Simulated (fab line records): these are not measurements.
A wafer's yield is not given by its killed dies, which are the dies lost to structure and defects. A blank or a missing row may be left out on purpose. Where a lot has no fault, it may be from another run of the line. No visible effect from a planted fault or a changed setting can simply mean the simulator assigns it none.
Chamber matching ; flow nand_harc ; ald_hk-01 running NHARC_A_STAIRCASE_ALD_420: 4 sister chambers
The step deposits SiO2, target thk 20 nm, pulse time 6 s, ald cycles 200. 8 wafers are shown with their chamber, then 7 later ones without.

WAFERS PAIRED WITH THEIR CHAMBERS
wafer;chamber;heater_power_w (W);heater_power_outer_w (W)
L347.1;1;466;251
L351.3;1;462;259
L351.4;3;465;244
L348.2;0;426;262
L348.3;2;445;242
L348.5;2;459;249
L356.1;3;457;243
L356.2;0;432;261

WAFERS WITH NO CHAMBER GIVEN
wafer;heater_power_w (W);heater_power_outer_w (W)
L356.3;468;256
L365.2;470;244
L365.4;476;255
L365.5;455;251
L368.3;454;255
L368.4;452;256
L368.6;462;252

WHICH CHAMBER EACH WENT THROUGH
wafer;from the rows above;in truth
L356.3;1;1
L365.2;can't be placed: 3 or 2 or 1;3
L365.4;can't be placed: 1 or 3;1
L365.5;can't be placed: 2 or 1 or 3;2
L368.3;can't be placed: 1 or 2 or 3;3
L368.4;can't be placed: 1 or 2 or 3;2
L368.6;can't be placed: 1 or 3 or 2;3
1 of 7 placed correctly. These rows do not allow placing 6 (true chamber among the candidates in 6). Number placed wrongly: 0.
How it was worked out, from the rows above alone: a wafer's distance from a chamber is the root of the sum, over the readings, of the square of ((its reading less the chamber's mean) divided by the reading's scatter). The wafer belongs to the nearest chamber; if the next one is less than 2 further off, it can't be placed. Each chamber's mean is taken over the wafers shown for it. How the scatter is found: for the shown wafers, subtract from each reading the mean of its chamber, square and add these, divide the total by (wafers less chambers), then take the root.
